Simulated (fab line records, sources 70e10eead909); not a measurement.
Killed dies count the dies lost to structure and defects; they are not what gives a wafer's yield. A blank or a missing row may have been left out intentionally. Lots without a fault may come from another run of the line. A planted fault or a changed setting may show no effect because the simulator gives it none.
Chamber matching / flow nandHarc / NHARC_P_M2_PRE_CLEAN_32 on pecvd-02 has 3 sister chambers
The step time 12 s. 6 wafers are shown with their chamber, then 12 later ones without.

## WAFERS, EACH WITH ITS CHAMBER
wafer=L086.2; chamber=2; heaterPowerOuterW (W)=338; rfFwdPowerW (W)=292.4
wafer=L086.4; chamber=1; heaterPowerOuterW (W)=350; rfFwdPowerW (W)=292.2
wafer=L086.6; chamber=0; heaterPowerOuterW (W)=358; rfFwdPowerW (W)=292.2
wafer=L088.1; chamber=1; heaterPowerOuterW (W)=337; rfFwdPowerW (W)=290.8
wafer=L088.3; chamber=0; heaterPowerOuterW (W)=421; rfFwdPowerW (W)=291.4
wafer=L088.6; chamber=2; heaterPowerOuterW (W)=413; rfFwdPowerW (W)=290.8

## WAFERS WHOSE CHAMBER IS MISSING
wafer=L091.2; heaterPowerOuterW (W)=350; rfFwdPowerW (W)=292.3
wafer=L091.5; heaterPowerOuterW (W)=342; rfFwdPowerW (W)=293.8
wafer=L091.6; heaterPowerOuterW (W)=347; rfFwdPowerW (W)=291.6
wafer=L092.1; heaterPowerOuterW (W)=424; rfFwdPowerW (W)=293.6
wafer=L092.2; heaterPowerOuterW (W)=361; rfFwdPowerW (W)=291.7
wafer=L092.5; heaterPowerOuterW (W)=388; rfFwdPowerW (W)=292.3
wafer=L094.3; heaterPowerOuterW (W)=364; rfFwdPowerW (W)=294.0
wafer=L094.4; heaterPowerOuterW (W)=433; rfFwdPowerW (W)=294.1
wafer=L094.6; heaterPowerOuterW (W)=369; rfFwdPowerW (W)=293.1
wafer=L096.1; heaterPowerOuterW (W)=363; rfFwdPowerW (W)=291.8
wafer=L096.2; heaterPowerOuterW (W)=392; rfFwdPowerW (W)=292.3
wafer=L096.5; heaterPowerOuterW (W)=360; rfFwdPowerW (W)=291.6

## CHAMBER TAKEN BY EACH
wafer=L091.2; from the rows above=can't be placed: 1 or 2 or 0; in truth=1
wafer=L091.5; from the rows above=can't be placed: 0 or 1 or 2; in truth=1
wafer=L091.6; from the rows above=can't be placed: 1 or 2 or 0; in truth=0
wafer=L092.1; from the rows above=can't be placed: 0 or 2 or 1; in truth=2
wafer=L092.2; from the rows above=can't be placed: 2 or 1 or 0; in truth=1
wafer=L092.5; from the rows above=can't be placed: 0 or 2 or 1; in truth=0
wafer=L094.3; from the rows above=can't be placed: 0 or 2 or 1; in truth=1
wafer=L094.4; from the rows above=can't be placed: 0 or 2 or 1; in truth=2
wafer=L094.6; from the rows above=can't be placed: 0 or 2 or 1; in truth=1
wafer=L096.1; from the rows above=can't be placed: 2 or 1 or 0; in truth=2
wafer=L096.2; from the rows above=can't be placed: 0 or 2 or 1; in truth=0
wafer=L096.5; from the rows above=can't be placed: 2 or 1 or 0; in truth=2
Placed correctly: 0 of 12. Cannot be placed on the basis of these rows: 12; the candidates contain the true chamber in 12. Placed wrongly: 0.
How it was worked out, from the rows above alone: a wafer's distance from a chamber is the root of the sum, over the readings, of the square of ((its reading less the chamber's mean) divided by the reading's scatter). If the next closest chamber is less than 2 further off than the closest, the wafer can't be placed; otherwise it belongs to the closest. For every chamber, the mean is computed from those of its wafers that are shown. How the scatter is found: for the shown wafers, subtract from each reading the mean of its chamber, square and add these, divide the total by (wafers less chambers), then take the root.
